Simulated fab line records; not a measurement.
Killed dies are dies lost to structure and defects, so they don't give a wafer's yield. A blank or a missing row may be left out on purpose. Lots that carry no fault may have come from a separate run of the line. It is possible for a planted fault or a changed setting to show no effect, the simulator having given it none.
fab line records | flow nand-harc
record lots=5 wafers=13 last-day=33
route steps=1302 shown A_WL_FILL@956 END@1302
lots that met no fault: taken from a fault-free run of the same line
start-h: the number of hours between the record's first day and the start of the first shown wafer of the lot | wait-h: hours elapsed since this lot's preceding step | " the same as in the row above | L1.1+2: one row covering several wafers at once | - no value present, or no start provided | * or withheld: withheld | < > ~ a bound
route shown NAME@n: a module of which the file shows steps, and the number in the route of the first | usual: mean/standard deviation taken from wafers without a fault | same: alike in all rows | chamber/n: place in a boat | sites: per-site readings | _std_site: their standard deviation | _edge_site: the outer-site mean with the inner-site mean subtracted | radius-mm: for every site, how far away it sits from the centre of the wafer | mask NAME#n: copy n | behind: tool/chamber where the wafer was last shaped | hold: reason for holding the lot/hours on hold/outcome of the hold | device: which transistor (n, p or np) failed to switch | end of line: the tests these same wafers got at the end of their route | where a step has no rows: the recipe by itself | killed: not the wafer's yield, but the dies lost to structure and defects at the first sort | map: the dies of a wafer, with x for killed, . for not killed, _ for no die there
set.NAME: setting as actually run; set.NAME@STEP: the setting as run at that earlier step | model.NAME: the simulator's own value behind a step, which no gauge read
certain route steps with their lots: each step a table, each wafer a row
services: when a tool's chamber went out of use (start-h, in hours from the record's first day, below 0 if earlier), for how many hours, and the reason
## steps
# step NHARC_A_WL_FILL_CVD_03
# recipe target-thk-a=400 temp-c=300 pressure-torr=40 wf6-flow-sccm=40 h2-flow-sccm=1600 ar-flow-sccm=1560 time-s=279 material=W
# step NHARC_A_WL_FILL_ETCHBACK_04
# recipe target-depth-a=600 time-s=120 chemistry=NF3
# step NHARC_A_WL_FILL_ETCHBACK_05
# recipe target-depth-a=220 time-s=60 temp-c=40 chemistry=Cl2/BCl3
# usual drypump-motor-current-A=5.9/0.51 oes-product-au=0.997/0.0082
# columns lot.wafer tool chamber start-h wait-h drypump-motor-current-A oes-product-au rf-hours-counter-h
L523.2 rie-metal-01 1 460.57 0.2 4.8 0.998 1.1
L523.1 " 0 " " 5.8 0.993 1.1
L523.5 " 1 " " 4.9 0.996 -
L533.2 rie-metal-02 1 556.65 0.2 6.0 1.002 1.7
L533.3 " 1 " " 6.0 1.009 -
L533.4 " 0 " " 5.5 0.999 -
L540.4 rie-metal-03 1 623.41 0.1 6.0 0.986 -
L543.2 rie-metal-01 1 655.58 0.2 4.8 0.994 1.0
L543.5 " 0 " " 5.8 1.000 -
L543.6 " 1 " " 4.8 0.994 -
L546.3 rie-metal-02 0 690.31 0.1 5.5 0.994 -
L546.4 " 1 " " 6.0 0.997 -
L546.6 " 1 " " 6.0 0.992 -
# step NHARC_A_WL_FILL_STRIP_27
# recipe power-w=1500 temp-c=250 time-s=20 chemistry=N2/H2
# step NHARC_A_WL_FILL_STRIP_28
# recipe time-s=1200 temp-c=72.5 chemistry=post-etch-residue-remover
# step NHARC_A_WL_FILL_PRECLEAN_06
# recipe time-s=300 chemistry=DIW
# step NHARC_A_WL_FILL_SRD_07
# step NHARC_A_WL_FILL_ANNEAL_08
# recipe temp-c=450 time-s=1800
# step NHARC_A_WL_FILL_ALD_10
# recipe target-thk-a=500 pulse-time-s=10 ald-cycles=500 temp-c=300 material=SiO2
# usual heater-power-w=478/43 precursor-pulse-height-rel=0.999/0.02
# columns lot.wafer tool chamber start-h wait-h heater-power-w precursor-pulse-height-rel
L523.1 ald-hk-03 3 465.30 0.1 465 0.970
L523.2 " 2 466.83 1.6 481 1.018
L523.5 " 3 " " 457 1.009
L533.2 ald-hk-02 0 561.38 0.1 431 0.996
L533.4 " 1 " " 444 1.023
L533.3 " 3 562.90 1.6 447 0.984
L540.4 ald-hk-04 0 629.49 0.1 553 1.005
L543.2 ald-hk-04 0 661.63 2.4 569 1.025
L543.6 " 1 " " 525 0.992
L543.5 " 2 " " 550 1.011
L546.4 ald-hk-02 2 699.70 2.7 450 1.012
L546.3 " 0 700.73 3.7 434 1.006
L546.6 " 2 701.77 4.7 473 1.026
# step NHARC_A_WL_FILL_ETCHBACK_16
# recipe target-depth-a=1200 time-s=24 c4f8-flow-sccm=withheld o2-flow-sccm=8 ar-flow-sccm=withheld rf-w=600 bias-w=800 chemistry=C4F8/O2/Ar
# usual oes-product-au=0.982/0.025 rf-vpp-V=723/5
# columns lot.wafer tool chamber start-h wait-h oes-product-au rf-hours-counter-h rf-vpp-V
L523.2 rie-diel-05 3 - - 0.955 1.2 717
L523.1 " 1 " " 0.957 1.6 722
L523.5 " 0 " " 0.959 - 726
L533.3 rie-diel-10 2 - - 1.000 4.3 729
L533.2 " 3 " " 0.998 4.1 729
L533.4 " 0 " " 0.988 4.4 721
L540.4 rie-diel-05 2 - - 0.986 1.1 718
L543.2 rie-diel-10 2 - - 0.996 1.8 727
L543.5 " 2 " " 0.999 - 728
L543.6 " 3 " " 0.999 - 730
L546.4 rie-diel-01 1 - - 0.999 7.5 722
L546.3 " 2 " " 0.995 6.5 729
L546.6 " 1 " " 1.003 - 723
# step NHARC_A_WL_FILL_STRIP_29
# recipe time-s=20 o2-flow-sccm=500 ar-flow-sccm=0 bias-w=0 chemistry=O2
# usual drypump-motor-current-A=5.7/0.55 oes-product-au=1.000/0.0077 rf-vpp-V=57.6/0.84 showerhead-plenum-p-Torr=3.50/0.17 throttle-valve-pct=17.037/0.0085
# columns lot.wafer tool chamber start-h wait-h drypump-motor-current-A oes-product-au rf-hours-counter-h rf-vpp-V showerhead-plenum-p-Torr throttle-valve-pct
L523.2 rie-diel-05 1 470.02 0.1 6.2 1.000 1.6 57.8 3.46 17.028
L523.1 " 0 " " 5.8 1.005 1.2 56.5 3.61 17.035
L523.5 " 1 " " 6.2 0.992 - 56.9 3.46 17.038
L533.4 rie-diel-10 2 566.06 0.1 6.1 0.998 4.3 57.8 3.67 17.046
L533.3 " 0 " " 6.4 0.991 4.4 56.3 3.44 17.027
L533.2 " 1 " " 4.8 1.001 4.6 57.4 3.79 17.031
L540.4 rie-diel-05 0 634.23 0.1 5.8 1.004 1.2 58.7 3.61 17.029
L543.2 rie-diel-10 3 664.87 0.1 5.6 0.993 1.8 58.1 3.77 17.042
L543.5 " 0 " " 6.4 1.007 - 58.5 3.44 17.028
L543.6 " 1 " " 4.8 0.995 - 58.4 3.79 17.048
L546.4 rie-diel-01 0 704.45 0.1 5.3 1.015 7.1 58.2 3.35 17.044
L546.3 " 2 " " 5.6 1.003 6.5 58.1 3.68 17.051
L546.6 " 3 " " 5.3 1.013 - 55.7 3.35 17.040
# step NHARC_A_WL_FILL_ETCHBACK_17
# recipe target-depth-a=40 time-s=26.7 chemistry=Cl2/BCl3
# usual drypump-motor-current-A=5.8/0.51 oes-product-au=0.998/0.0074
# columns lot.wafer tool chamber start-h wait-h drypump-motor-current-A oes-product-au rf-hours-counter-h
L523.1 rie-metal-03 1 470.10 - 6.0 1.012 2.7
L523.2 " 0 " " 6.5 0.993 2.7
L523.5 " 1 " " 6.0 0.998 -
L533.2 rie-metal-03 1 566.16 - 6.0 1.002 0.4
L533.3 " 1 " " 6.0 1.002 -
L533.4 " 0 " " 6.5 0.991 -
L540.4 rie-metal-01 1 634.36 - 4.8 0.999 -
L543.2 rie-metal-01 1 664.95 - 4.9 1.008 1.1
L543.5 " 1 " " 4.8 1.009 -
L543.6 " 0 " " 5.8 1.002 -
L546.3 rie-metal-02 0 704.57 - 5.5 1.000 -
L546.4 " 1 " " 6.0 1.002 -
L546.6 " 1 " " 6.0 1.003 -
# step NHARC_A_WL_FILL_PRECLEAN_18
# recipe time-s=30 chemistry=dHF
# step NHARC_A_WL_FILL_SRD_21
# step NHARC_A_WL_FILL_CVD_23
# recipe target-thk-a=400 temp-c=620 pressure-mtorr=200 time-s=800 material=poly-Si
# step NHARC_A_WL_FILL_ETCHBACK_26
# recipe target-depth-a=520 time-s=13.3 hbr-flow-sccm=150 rf-w=350 icp-w=350 bias-w=60 chemistry=HBr
# step NHARC_A_WL_FILL_PRECLEAN_30
# recipe time-s=10 chemistry=dHF
# step NHARC_A_WL_FILL_SRD_14
# step NHARC_A_WL_FILL_ALD_19
# recipe target-thk-a=20 pulse-time-s=3 ald-cycles=100 temp-c=450 material=TiN
# step NHARC_A_WL_FILL_CVD_20
# recipe target-thk-a=1000 temp-c=400 pressure-torr=40 wf6-flow-sccm=40 h2-flow-sccm=1600 ar-flow-sccm=1560 time-s=74 material=W
# step NHARC_A_WL_FILL_CMP_12
# recipe t-overpolish-s=30 target-thk-nm=100
# usual motor-current-A=12.3/0.88 overpolish-run-s=30.000/0.0088 retaining-ring-pressure-frac=1.000/0.0045 time-to-endpoint-s=20.8/1.7
# columns lot.wafer tool chamber start-h wait-h motor-current-A overpolish-run-s retaining-ring-pressure-frac time-to-endpoint-s
L523.2 cmp-03 0 475.86 0.2 13.1 29.991 1.006 18.7
L523.1 " 3 " " 11.2 29.990 1.002 19.9
L523.5 " 1 " " 13.7 29.991 1.000 20.5
L533.4 cmp-01 0 572.04 0.1 13.0 30.011 1.005 21.8
L533.3 " 1 " " 12.8 30.015 0.999 21.4
L533.2 " 2 " " 13.5 29.997 0.995 21.0
L540.4 cmp-03 3 640.24 0.2 11.3 29.996 1.000 21.7
L543.2 cmp-01 0 671.01 0.2 12.4 30.005 0.995 20.6
L543.5 " 0 " " 12.3 30.009 0.996 19.7
L543.6 " 1 " " 12.3 30.005 1.000 17.6
L546.4 cmp-01 2 708.46 0.1 13.3 30.017 1.012 17.3
L546.3 " 0 " " 13.1 30.008 1.003 18.8
L546.6 " 3 " " 10.3 30.011 1.005 19.6
# step NHARC_A_WL_FILL_SRD_31
# step NHARC_END_SORT_01
# recipe temp-c=25
# usual killed-at-array=60/21 killed-at-other=1.0/1.2 killed-at-periphery=4.2/2.8 killed-dies=65/20 killed-open=3.1/1.8 killed-short=2.6/1.6
# same gross-dies=677
# columns lot.wafer tool chamber start-h wait-h killed-at-array killed-at-other killed-at-periphery killed-dies killed-open killed-short
L540.4 prober-01 0 742.83 3.4 140 0 3 143 3 0
# killed by level:class
L540.4 A_WL_FILL:unspecified=75 A_CHANNEL_HOLE_D1:chamber-film-flake=35 A_SLIT:chamber-film-flake=17 A_STAIRCASE:chamber-film-flake=4 P_GATE:chamber-film-flake=2 A_CHANNEL_FILL_D1:chamber-film-flake=2 P_GATE:geometric-particle:open=1 A_BLC:geometric-particle:open=1
# map L540.4 (x killed, . not)
____________.____________
_________...xxxx_________
_______.....x.xxxx_______
______.x....x.xxx..______
_____........x......_____
____...........xxx...____
____.................____
___..x.....x.x..x.....___
___.......x.....xx....___
__.............xxx.....__
__.............xxxxxx..__
_..............xxxxx...._
_...x..........xxxx.x..._
_............x.xx.xxx.x._
_...............xx.xx..._
_..............x.x..xxx._
...............x..xxxxxx.
...........x...x..xxxxxxx
..................xxxxxxx
..................xxxxxxx
..................xxxxxxx
_................xxxxxxx_
_x................xxxxxx_
_......x..........xxxxxx_
_.................xxxxxx_
_..................xxxxx_
__...x.......x....xxxxx__
__..................xxx__
___x.x................___
___.................x.___
____.................____
____.................____
_____..............._____
______.............______
_______..........._______
_________......._________
____________.____________
# map L523.2 (x killed, . not)
____________.____________
_________......._________
_______.x...x.x..._______
______...x...x..x..______
_____..xx...xxx.x..._____
____..xxx...x.xxxx...____
____..x.x..x.........____
___..xxx..xxxxxx.x....___
___.x.xx...xxxxxx.....___
__xx.xxxx..xxx.xx.xxx..__
__....xxx.x..xxxxx.....__
_x.xxxxxxx..xx.xxxx....._
_x...xxx..x..x..xxx.x..._
_...........x..x.x...x.._
_..xx.........xxxxx...x._
_......................._
....x...........x........
.........................
.................x.......
...................x.....
.........................
_......................x_
_......................._
_......................._
_......x................_
_............x.........._
__................x....__
__.....................__
___...................___
___...................___
____.................____
____.................____
_____..............x_____
______.............______
_______..........._______
_________......._________
____________.____________
## services
# columns tool chamber start-h hours kind
rie-diel-01 2 445.53 11.1 repair
rie-metal-02 - 454.00 9.0 pm
rie-metal-03 - 454.92 0.6 repair
rie-metal-03 1 476.65 3.3 repair
cmp-01 - 479.76 4.0 pm
rie-metal-03 - 519.00 9.0 pm
cmp-01 - 523.25 0.9 repair
rie-diel-05 - 523.92 0.6 repair
ald-hk-02 - 526.95 2.3 repair
rie-metal-01 1 556.61 7.8 repair
rie-metal-01 - 575.00 9.0 pm
cmp-01 - 577.76 4.0 pm
rie-diel-05 3 578.11 1.8 repair
rie-diel-05 - 583.60 9.0 pm
rie-diel-10 - 596.50 9.0 pm
rie-metal-01 1 598.20 1.6 repair
cmp-01 - 600.61 1.0 repair
rie-metal-02 - 631.00 9.0 pm
rie-metal-01 - 666.97 0.9 repair
rie-diel-05 2 669.99 3.3 repair
cmp-01 - 675.76 4.0 pm
cmp-01 - 688.95 2.5 repair
rie-metal-03 - 696.00 9.0 pm
rie-diel-05 3 701.41 4.4 repair
## key
first-sign step=NHARC_END_SORT_01 reading=killed-dies direction=up sigmas=3.9 usual=65 struck=143
effect step=NHARC_END_SORT_01 reading=killed-at-array direction=up sigmas=3.9 usual=60 struck=140
more-kills-born-at NHARC_A_WL_FILL_STRIP_29@rie-diel-05=75
met-at NHARC_A_WL_FILL_STRIP_29
struck-wafers L540.4
tester-left-out L540
onset-between 470.02 634.23
also-fits NHARC_A_WL_FILL_ETCHBACK_05:rie-metal-03,NHARC_A_WL_FILL_ETCHBACK_16:rie-diel-05,NHARC_A_WL_FILL_CMP_12:cmp-03
fault kind=chamber-particle-source tool=rie-diel-05 chamber=0 onset-h=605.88 steps=NHARC_A_WL_FILL_STRIP_29 rate-per-visit-cm2=1.3166 end-h=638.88
# tester-left-out: of these lots the tester's yield and bins aren't shown, on N5 and GAA mostly nor the transistor test; their killed dies are dies lost to structure and defects alone, not to doping, threshold or leakage, so they don't give the yield
